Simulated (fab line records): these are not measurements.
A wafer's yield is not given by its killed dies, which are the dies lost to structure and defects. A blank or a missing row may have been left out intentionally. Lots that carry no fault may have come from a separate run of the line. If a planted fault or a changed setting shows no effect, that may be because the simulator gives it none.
Chamber matching | flow n5_finfet | N5_BEOL_M5_PRE_CLEAN_77 on cvd_co-02 has 3 sister chambers
The step time 15 s. 18 wafers are shown with their chamber, then 9 later ones without.

## WAFERS PAIRED WITH THEIR CHAMBERS
wafer  | chamber | heater_power_outer_w (W) | heater_power_w (W)
L076.1 | 2       | 3                        | 58
L076.4 | 1       | 6                        | 67
L076.6 | 2       | 3                        | 57
L075.1 | 2       | 3                        | 57
L075.3 | 1       | 6                        | 68
L075.5 | 1       | 7                        | 69
L078.1 | 1       | 7                        | 68
L078.2 | 2       | 3                        | 58
L078.4 | 1       | 7                        | 66
L081.2 | 1       | 7                        | 69
L081.4 | 1       | 6                        | 70
L081.5 | 2       | 3                        | 59
L084.2 | 0       | 32                       | 89
L084.5 | 1       | 7                        | 67
L084.6 | 2       | 4                        | 59
L087.1 | 2       | 4                        | 60
L087.3 | 1       | 7                        | 69
L087.5 | 0       | 31                       | 89

SIGNATURES, as means of the wafers listed above
reading              | chamber 0 | chamber 1 | chamber 2 | scatter within a chamber
heater_power_outer_w | 31.50     | 6.67      | 3.29      | 0.512
heater_power_w       | 89.00     | 68.11     | 58.29     | 1.16
Rule: a wafer lies at a distance from a chamber equal to the root of the sum of squares, over the readings, of (its reading less the chamber's mean, divided by the reading's scatter). The wafer belongs to the nearest chamber; if the next one is less than 2 further off, it can't be placed. The scatter: take each reading less its chamber's mean, square it, sum over the shown wafers, divide by the number of wafers less the number of chambers, and take the root.

## WAFERS WITH NO CHAMBER GIVEN
wafer  | heater_power_outer_w (W) | heater_power_w (W)
L093.4 | 4                        | 61
L093.5 | 7                        | 68
L093.6 | 31                       | 91
L095.1 | 7                        | 69
L095.4 | 7                        | 69
L095.5 | 4                        | 58
L097.1 | 32                       | 88
L097.3 | 7                        | 70
L097.5 | 7                        | 70

## WHICH CHAMBER EACH ONE RAN IN
wafer  | from the rows above | in truth
L093.4 | 2                   | 2
L093.5 | 1                   | 1
L093.6 | 0                   | 0
L095.1 | 1                   | 1
L095.4 | 1                   | 1
L095.5 | 2                   | 2
L097.1 | 0                   | 0
L097.3 | 1                   | 1
L097.5 | 1                   | 1
9 of 9 placed correctly. From these rows, 0 cannot be placed. 0 placed wrongly.
